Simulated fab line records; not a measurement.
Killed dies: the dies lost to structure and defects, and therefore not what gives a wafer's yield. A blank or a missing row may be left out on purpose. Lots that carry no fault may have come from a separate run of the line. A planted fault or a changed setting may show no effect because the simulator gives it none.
fab line records | flow nand_harc
[record] lots = 5 wafers = 15 last_day = 24
route steps=1159 shown P_GATE@155 END@1159
lots that met no fault: taken from a fault-free run of the same line
start_h: the number of hours between the record's first day and the start of the first shown wafer of the lot | wait_h: how many hours have passed since the lot's step before this one | " the same as in the row above | L1.1+2: one row covering several wafers at once | - no value, or no start was given | * or withheld: withheld | < > ~ a bound
route shown NAME@n: NAME is a module with steps in the file, n the number in the route of the first one | usual: mean and standard deviation over wafers with no fault | same: alike in all rows | chamber/n: place in a boat | sites: readings site by site | _std_site: the standard deviation of these | _edge_site: outer sites' mean less inner sites' | radius_mm: how far each site lies from the wafer's centre | mask NAME#n: copy n | behind: the tool/chamber that last shaped the wafer | hold: what put the lot on hold/how long, in hours/how the hold closed | device: which transistor (n, p or np) failed to switch | end of line: the tests these same wafers got at the end of their route | a step with no rows: only its recipe | killed: dies that structure and defects cost at the first sort, which is not the same as the wafer's yield | map: shows each die of a wafer: x if killed, . if not, _ if none is there
set.NAME: the run value of the setting; set.NAME@STEP: its run value at that earlier step | model.NAME: the simulator's own value behind a step, which no gauge read
lots seen at some steps along the route; tables by step, rows by wafer
services: from which hour (start_h, from the record's first day; less than 0 if before it) a tool's chamber was out of use, for how many hours, and why
[[steps]]
[step NHARC_P_GATE_ALD_36]
[recipe] target_thk_a = 200 pulse_time_s = 60 ald_cycles = 223 temp_c = 400 material = SiNx
[usual] heater_power_w = 832/98 precursor_pulse_height_rel = 1.000/0.02
[same] ald_cycles = 223
// columns lot.wafer tool chamber start_h wait_h heater_power_w precursor_pulse_height_rel
L627.2 ald_sin-01 0 102.97 - 743 1.006
L627.1 " 2 105.06 - 954 0.955
L627.4 " 3 106.10 - 873 1.006
L638.3 ald_sin-02 0 170.69 - 715 0.995
L638.6 " 0 174.92 - 702 0.959
L638.5 " 1 175.98 - 829 0.988
L641.2 ald_sin-01 0 190.86 - 697 1.012
L641.6 " 2 193.65 - 980 0.983
L641.4 " 0 195.04 - 694 0.996
L646.1 ald_sin-03 1 217.10 - 908 0.993
L646.4 " 2 218.16 - 907 1.003
L646.2 " 3 219.23 - 814 1.034
L648.1 ald_sin-01 1 227.07 - 720 0.978
L648.2 " 3 229.19 - 899 1.013
L648.6 " 1 231.31 - 718 0.984
[step NHARC_P_GATE_ETCHBACK_37]
[recipe] target_depth_a = 345 time_s = 17.2 chf3_flow_sccm = 50 o2_flow_sccm = 10 ar_flow_sccm = 200 rf_w = 500 bias_w = 200 chemistry = CHF3/O2
[usual] drypump_motor_current_A = 5.50/0.29 mfc_ar_sccm = 200.1/0.67 oes_product_au = 0.95/0.036 rf_vpp_V = 371.5/2.5 showerhead_plenum_p_Torr = 2.44/0.11 throttle_valve_pct = 20.573/0.0098
// columns lot.wafer tool chamber start_h wait_h drypump_motor_current_A mfc_ar_sccm oes_product_au rf_hours_counter_h rf_vpp_V showerhead_plenum_p_Torr throttle_valve_pct
L627.4 rie_diel-01 0 - - 5.42 200.3 0.93 55 371.5 2.43 20.582
L627.2 " 2 " " 5.69 200.7 0.91 50 374.4 2.48 20.570
L627.1 " 3 " " 5.01 198.7 0.92 51 373.6 2.51 20.579
L638.3 rie_diel-09 0 - - 4.90 200.3 0.94 34 369.1 2.36 20.567
L638.6 " 3 " " 6.03 200.9 0.92 - 372.2 2.48 20.570
L638.5 " 0 " " 4.89 201.1 0.93 - 371.0 2.36 20.574
L641.2 rie_diel-01 2 - - 5.69 199.5 1.00 20 372.8 2.47 20.577
L641.4 " 1 " " 5.62 200.7 0.99 16 375.3 2.59 20.559
L641.6 " 2 " " 5.67 199.2 0.99 - 371.6 2.47 20.588
L646.4 rie_diel-01 1 - - 5.61 200.4 0.98 26 373.9 2.59 20.579
L646.2 " 2 " " 5.66 201.5 1.00 30 373.9 2.47 20.563
L646.1 " 0 " " 5.51 199.7 1.02 30 371.3 2.41 20.561
L648.1 rie_diel-01 2 - - 5.69 200.2 0.93 35 371.6 2.47 20.588
L648.2 " 1 " " 5.62 200.0 0.92 31 374.7 2.58 20.583
L648.6 " 3 " " 5.04 199.9 0.99 - 372.6 2.49 20.563
[step NHARC_P_GATE_STRIP_101]
[recipe] time_s = 20 o2_flow_sccm = 500 ar_flow_sccm = 0 bias_w = 0 chemistry = O2
[usual] drypump_motor_current_A = 5.52/0.28 mfc_ar_sccm = 0.007/0.0083 oes_product_au = 0.998/0.0088 rf_vpp_V = 57.8/0.91 showerhead_plenum_p_Torr = 3.57/0.15 throttle_valve_pct = 17.036/0.0088
// columns lot.wafer tool chamber start_h wait_h drypump_motor_current_A mfc_ar_sccm oes_product_au rf_hours_counter_h rf_vpp_V showerhead_plenum_p_Torr throttle_valve_pct
L627.4 rie_diel-01 3 112.50 0.1 5.02 0.005 1.001 51 58.2 3.68 17.023
L627.2 " 0 " " 5.51 0 1.016 55 59.0 3.56 17.028
L627.1 " 1 " " 5.65 0 0.999 52 56.2 3.28 17.033
L638.3 rie_diel-09 2 180.32 0.1 5.62 0 1.011 37 56.4 3.40 17.040
L638.6 " 0 " " 4.92 0.013 1.004 - 58.4 3.47 17.030
L638.5 " 1 " " 5.61 0 1.002 - 56.7 3.55 17.043
L641.4 rie_diel-01 0 201.10 0.1 5.52 0 0.993 20 59.8 3.55 17.035
L641.2 " 2 " " 5.68 0.011 1.003 20 57.5 3.63 17.033
L641.6 " 0 " " 5.48 0 0.998 - 57.3 3.55 17.039
L646.1 rie_diel-01 0 226.77 0.1 5.48 0 1.000 30 58.2 3.54 17.027
L646.4 " 1 " " 5.65 0 0.985 26 57.5 3.79 17.055
L646.2 " 3 " " 5.01 0.005 0.994 25 57.5 3.66 17.058
L648.2 rie_diel-01 0 235.79 0.2 5.53 0 0.995 34 57.4 3.54 17.028
L648.1 " 3 " " 5.05 0.005 1.001 28 58.4 3.66 17.021
L648.6 " 1 " " 5.65 0 0.996 - 57.9 3.79 17.028
[step NHARC_P_GATE_PRECLEAN_97]
[recipe] time_s = 600 temp_c = 120 chemistry = SPM
[step NHARC_P_GATE_SRD_98]
[step NHARC_P_GATE_PRECLEAN_99]
[recipe] time_s = * temp_c = 50 bath_age_min = 0 chemistry = SC1
[step NHARC_P_GATE_SRD_100]
[step NHARC_P_GATE_DEHYDRATE_38]
[recipe] temp_c = 150 time_s = 120
[step NHARC_P_GATE_HMDS_39]
[recipe] time_s = 30
[step NHARC_P_GATE_COAT_40]
[recipe] spin_rpm = 3000
[step NHARC_P_GATE_SOFTBAKE_41]
[recipe] temp_c = 122 time_s = 95
[step NHARC_P_GATE_EBR_42]
[step NHARC_P_GATE_EXPOSE_43]
[recipe] na = 0.6 target_cd_nm = 720 dose_mj = 14.81 mask_id = P_NSD
// columns lot.wafer tool chamber start_h wait_h mask
L627.1+2+4 krf_scanner-03 0 113.27 - P_HVPW#0
L638.3+5+6 krf_scanner-03 0 180.96 - P_NSD#0
L641.2+4+6 krf_scanner-03 0 201.87 - P_NSD#0
L646.1+2+4 krf_scanner-02 0 227.62 - P_NSD#0
L648.1+2+6 krf_scanner-03 0 236.66 - P_NSD#0
[step NHARC_P_GATE_PEB_44]
[recipe] peb_temp_c = 118 peb_time_s = 85
[step NHARC_P_GATE_DEVELOP_45]
[recipe] time_s = 70
[step NHARC_P_GATE_CD_MEAS_46]
[recipe] target_cd_nm = 720 landing_energy_ev = 500
[usual] cd_nm = 720.8/1.7
// columns lot.wafer tool chamber start_h wait_h cd_nm
L627.1 cd_sem-01 0 113.42 - -
L627.2 " 0 " " -
L627.4 " 0 " " -
L638.3 cd_sem-03 0 181.11 - 720.1
L638.5 " 0 " " 720.1
L638.6 " 0 " " 719.8
L641.2 cd_sem-02 0 202.03 - 719.7
L641.4 " 0 " " 720.2
L641.6 " 0 " " 719.8
L646.1 cd_sem-03 0 227.77 - 721.9
L646.2 " 0 " " 722.3
L646.4 " 0 " " 725.2
L648.1 cd_sem-03 0 236.82 - 719.5
L648.2 " 0 " " 721.0
L648.6 " 0 " " 721.5
[step NHARC_P_GATE_HARDBAKE_47]
[recipe] temp_c = 125 time_s = 80
[step NHARC_END_SORT_01]
[recipe] temp_c = 25
[usual] killed_at_array = 29/13 killed_at_other = 0.7/1 killed_at_periphery = 3.2/2.3 killed_dies = 33/13 killed_open = 3.3/1.7 killed_short = 2.0/1.5
[same] gross_dies = 677
// columns lot.wafer tool chamber start_h wait_h killed_at_array killed_at_other killed_at_periphery killed_dies killed_open killed_short
L627.1 prober-01 0 454.70 2.5 25 0 652 677 2 2
L627.2 prober-01 0 455.50 2.8 15 1 661 677 2 3
L627.4 prober-01 0 457.11 3.4 16 0 661 677 2 0
L641.6 prober-01 0 552.25 4.0 29 0 2 31 3 3
// killed by level:class
L627.1 P_GATE:area_expose=650 A_SLIT:chamber_film_flake=11 A_STAIRCASE:chamber_film_flake=4 A_CONTACT:chamber_film_flake=3 A_CHANNEL_HOLE_D1:chamber_film_flake=2 A_WL_FILL:chamber_film_flake=2 P_M0:geometric_particle:open=1 A_SGD_CUT:geometric_particle:short=1
L627.2 P_GATE:area_expose=660 A_SLIT:chamber_film_flake=6 A_CHANNEL_HOLE_D1:chamber_film_flake=2 A_WL_FILL:chamber_film_flake=2 A_CONTACT:chamber_film_flake=2 P_STI:geometric_particle:short=1 A_WL_FILL:geometric_particle:short=1 A_WL_FILL:geometric_particle:open=1
L627.4 P_GATE:area_expose=659 A_SLIT:chamber_film_flake=7 A_CHANNEL_HOLE_D1:chamber_film_flake=2 A_STAIRCASE:chamber_film_flake=2 A_CONTACT:chamber_film_flake=2 A_CHANNEL_FILL_D1:geometric_particle:open=1 A_M0:geometric_particle:open=1 P_GATE:chamber_film_flake=1
L641.6 A_CHANNEL_HOLE_D1:chamber_film_flake=22 A_WL_FILL:geometric_particle:short=2 P_M0:geometric_particle:open=1 A_ONON_D1:geometric_particle:short=1 A_SGD_CUT:geometric_particle:open=1 A_WL_FILL:geometric_particle:open=1 P_STI:chamber_film_flake=1 A_STAIRCASE:chamber_film_flake=1
// map L627.1 (x killed, . not)
____________x____________
_________xxxxxxx_________
_______xxxxxxxxxxx_______
______xxxxxxxxxxxxx______
_____xxxxxxxxxxxxxxx_____
____xxxxxxxxxxxxxxxxx____
____xxxxxxxxxxxxxxxxx____
___xxxxxxxxxxxxxxxxxxx___
___xxxxxxxxxxxxxxxxxxx___
__xxxxxxxxxxxxxxxxxxxxx__
__xxxxxxxxxxxxxxxxxxxxx__
_xxxxxxxxxxxxxxxxxxxxxxx_
_xxxxxxxxxxxxxxxxxxxxxxx_
_xxxxxxxxxxxxxxxxxxxxxxx_
_xxxxxxxxxxxxxxxxxxxxxxx_
_xxxxxxxxxxxxxxxxxxxxxxx_
xxxxxxxxxxxxxxxxxxxxxxxxx
xxxxxxxxxxxxxxxxxxxxxxxxx
xxxxxxxxxxxxxxxxxxxxxxxxx
xxxxxxxxxxxxxxxxxxxxxxxxx
xxxxxxxxxxxxxxxxxxxxxxxxx
_xxxxxxxxxxxxxxxxxxxxxxx_
_xxxxxxxxxxxxxxxxxxxxxxx_
_xxxxxxxxxxxxxxxxxxxxxxx_
_xxxxxxxxxxxxxxxxxxxxxxx_
_xxxxxxxxxxxxxxxxxxxxxxx_
__xxxxxxxxxxxxxxxxxxxxx__
__xxxxxxxxxxxxxxxxxxxxx__
___xxxxxxxxxxxxxxxxxxx___
___xxxxxxxxxxxxxxxxxxx___
____xxxxxxxxxxxxxxxxx____
____xxxxxxxxxxxxxxxxx____
_____xxxxxxxxxxxxxxx_____
______xxxxxxxxxxxxx______
_______xxxxxxxxxxx_______
_________xxxxxxx_________
____________x____________
// map L648.2 (x killed, . not)
____________.____________
_________.....xx_________
_______..........._______
______..x.....x.x..______
_____...x..........._____
____..........x......____
____.................____
___.............x.....___
___...................___
__................x....__
__.............xx......__
_................x..x..._
_.....x......x..xx.x...._
_.............xxxx..x..._
_............x.........._
_................x......_
................x.x......
......x.........x....x...
.................x.......
......xx.................
.........................
_......................._
_......................._
_.....x................._
_......................._
_...x..................._
__......x..............__
__.....................__
___..............x....___
___...................___
____.........x.......____
____.x...............____
_____x.....x........_____
______.............______
_______..........._______
_________......._________
____________.____________
[[services]]
// columns tool chamber start_h hours kind
rie_diel-01 3 83.96 3.6 repair
rie_diel-01 0 92.84 - clean
rie_diel-01 1 92.84 - clean
rie_diel-01 2 92.84 - clean
rie_diel-01 3 92.84 - clean
ald_sin-03 - 102.00 10.0 pm
rie_diel-01 0 117.34 - clean
rie_diel-01 1 117.34 - clean
rie_diel-01 2 117.34 - clean
rie_diel-01 3 117.34 - clean
rie_diel-09 - 119.29 0.2 repair
rie_diel-01 - 137.80 9.0 pm
ald_sin-02 - 142.07 2.6 repair
rie_diel-01 3 154.38 7.7 repair
krf_scanner-02 - 162.39 0.4 repair
ald_sin-03 2 163.19 5.2 repair
krf_scanner-03 - 167.72 0.5 repair
krf_scanner-03 - 168.24 4.0 pm
krf_scanner-03 - 181.39 6.7 repair
rie_diel-01 1 181.49 8.8 repair
ald_sin-01 3 186.83 12.8 repair
ald_sin-01 1 206.97 2.8 repair
rie_diel-01 3 208.12 5.9 repair
krf_scanner-02 - 210.00 4.0 pm
[[key]]
[first_sign] step = NHARC_P_GATE_EXPOSE_43 reading = mask direction = changed
[effect] step = NHARC_P_GATE_CD_MEAS_46 reading = cd_nm direction = missing
[effect] step = NHARC_END_SORT_01 reading = killed_at_periphery direction = up sigmas = 99+ usual = 3.2 struck = 658
[more_kills_born_at] NHARC_P_GATE_EXPOSE_43@krf_scanner-03 = 1969
met_at NHARC_P_GATE_EXPOSE_43
struck_wafers L627.1,L627.2,L627.4
later_rows_left_out L627.1,L627.2,L627.4
tester_left_out L627
[fault] kind = wrong_mask tool = any chamber = - onset_h = 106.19 steps = NHARC_P_GATE_EXPOSE_43 aux_copy = P_HVPW#0 scope = struck_lots_only
// tester_left_out: of these lots the tester's yield and bins aren't shown, on N5 and GAA mostly nor the transistor test; their killed dies are dies lost to structure and defects alone, not to doping, threshold or leakage, so they don't give the yield
// later_rows_left_out: the simulator's readings of these wafers behind a module that went badly wrong aren't trusted and aren't shown, but for the sort
